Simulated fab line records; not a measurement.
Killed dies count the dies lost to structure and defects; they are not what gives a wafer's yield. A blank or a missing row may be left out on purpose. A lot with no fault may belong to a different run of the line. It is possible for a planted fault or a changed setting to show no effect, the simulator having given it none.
Chamber matching | flow nandHarc | rieDiel-01 running NHARC_A_BONDPAD_DESCUM_11: 4 sister chambers
The step chemistry O2, time 3 s. 16 wafers are shown with their chamber, then 8 later ones without.

== WAFERS PAIRED WITH THEIR CHAMBERS ==
wafer  | chamber | showerheadPlenumPTorr (Torr) | drypumpMotorCurrentA (A) | oesProductAu (a.u.)
L349.1 | 2       | 2.03                         | 5.9                      | 1.000
L349.2 | 3       | 1.79                         | 5.8                      | 1.002
L349.3 | 1       | 1.96                         | 6.1                      | 0.999
L350.2 | 3       | 1.79                         | 5.7                      | 0.993
L350.3 | 1       | 1.96                         | 6.1                      | 1.016
L350.6 | 3       | 1.79                         | 5.8                      | 1.005
L353.4 | 0       | 1.85                         | 5.3                      | 1.015
L355.2 | 0       | 1.85                         | 5.3                      | 1.020
L355.4 | 1       | 1.96                         | 6.1                      | 0.999
L358.3 | 1       | 1.96                         | 6.1                      | 0.989
L358.4 | 2       | 2.03                         | 5.9                      | 0.985
L358.5 | 3       | 1.78                         | 5.8                      | 1.007
L364.4 | 3       | 1.78                         | 5.7                      | 0.998
L364.5 | 3       | 1.78                         | 5.7                      | 1.002
L364.6 | 2       | 2.03                         | 5.9                      | 0.979
L366.4 | 1       | 1.96                         | 6.1                      | 0.991

SIGNATURES (averages over the wafers above)
reading               | chamber 0 | chamber 1 | chamber 2 | chamber 3 | scatter within a chamber
showerheadPlenumPTorr | 1.8500    | 1.9600    | 2.0300    | 1.7850    | 0.00354
drypumpMotorCurrentA  | 5.300     | 6.100     | 5.900     | 5.750     | 0.0354
oesProductAu          | 1.01750   | 0.99880   | 0.98800   | 1.00117   | 0.0083
Rule: a wafer's distance from a chamber is the root of the sum, over the readings, of the square of ((its reading less the chamber's mean) divided by the reading's scatter). The wafer belongs to the nearest chamber; if the next one is less than 2 further off, it can't be placed. How the scatter is found: for the shown wafers, subtract from each reading the mean of its chamber, square and add these, divide the total by (wafers less chambers), then take the root.

== WAFERS WITHOUT THEIR CHAMBER ==
wafer  | showerheadPlenumPTorr (Torr) | drypumpMotorCurrentA (A) | oesProductAu (a.u.)
L366.5 | 1.85                         | 5.3                      | 1.001
L366.6 | 1.78                         | 5.7                      | 0.998
L368.1 | 1.85                         | 5.3                      | 1.019
L368.2 | 1.96                         | 6.1                      | 0.986
L368.3 | 2.03                         | 5.9                      | 0.971
L371.1 | 1.78                         | 5.7                      | 1.007
L371.4 | 2.03                         | 5.8                      | 0.992
L371.5 | 1.96                         | 6.1                      | 0.982

== EACH ONE'S CHAMBER ==
wafer  | from the rows above | in truth
L366.5 | 0                   | 0
L366.6 | 3                   | 3
L368.1 | 0                   | 0
L368.2 | 1                   | 1
L368.3 | 2                   | 2
L371.1 | 3                   | 3
L371.4 | 2                   | 2
L371.5 | 1                   | 1
Placed correctly: 8 of 8. From these rows, 0 cannot be placed. Number placed wrongly: 0.
